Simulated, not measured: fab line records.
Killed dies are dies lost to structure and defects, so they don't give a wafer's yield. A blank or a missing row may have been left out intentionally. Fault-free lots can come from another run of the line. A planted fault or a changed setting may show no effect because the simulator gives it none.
Chamber matching ; flow nand harc ; cmp-01 running NHARC_A_CONTACT_CMP_20: 4 sister chambers
The step polishes, t overpolish 30 s, target thk 300 nm. 8 wafers are shown with their chamber, then 8 later ones without.

== EACH WAFER AND ITS CHAMBER ==
wafer;chamber;motor current A (A);overpolish run s (s)
L075.6;3;11.8;29.988
L078.5;2;13.5;29.999
L089.5;0;12.4;29.998
L089.6;1;13.7;29.996
L088.1;0;12.1;29.996
L088.3;3;11.9;30.001
L088.4;1;13.7;29.996
L088.2;2;12.6;29.987

== WAFERS MISSING THEIR CHAMBER ==
wafer;motor current A (A);overpolish run s (s)
L088.5;12.8;29.989
L088.6;11.7;30.000
L090.1;14.0;29.994
L090.3;11.8;29.999
L090.5;13.8;29.992
L096.1;12.2;29.996
L096.3;13.9;30.012
L096.6;12.3;30.000

== WHICH CHAMBER EACH ONE RAN IN ==
wafer;from the rows above;in truth
L088.5;can't be placed: 2 or 0 or 1 or 3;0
L088.6;can't be placed: 3 or 0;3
L090.1;can't be placed: 1 or 2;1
L090.3;can't be placed: 3 or 0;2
L090.5;can't be placed: 1 or 2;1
L096.1;can't be placed: 0 or 3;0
L096.3;can't be placed: 1 or 2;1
L096.6;can't be placed: 0 or 3 or 2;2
Correct placement for 0 of the 8. Cannot be placed on the basis of these rows: 8; the candidates contain the true chamber in 7. 0 placed wrongly.
How it was worked out, from the rows above alone: a wafer's distance from a chamber is the root of the sum, over the readings, of the square of ((its reading less the chamber's mean) divided by the reading's scatter). The wafer belongs to the nearest chamber; if the next one is less than 2 further off, it can't be placed. The mean given for a chamber averages the wafers shown for that chamber. The scatter: take each reading less its chamber's mean, square it, sum over the shown wafers, divide by the number of wafers less the number of chambers, and take the root.
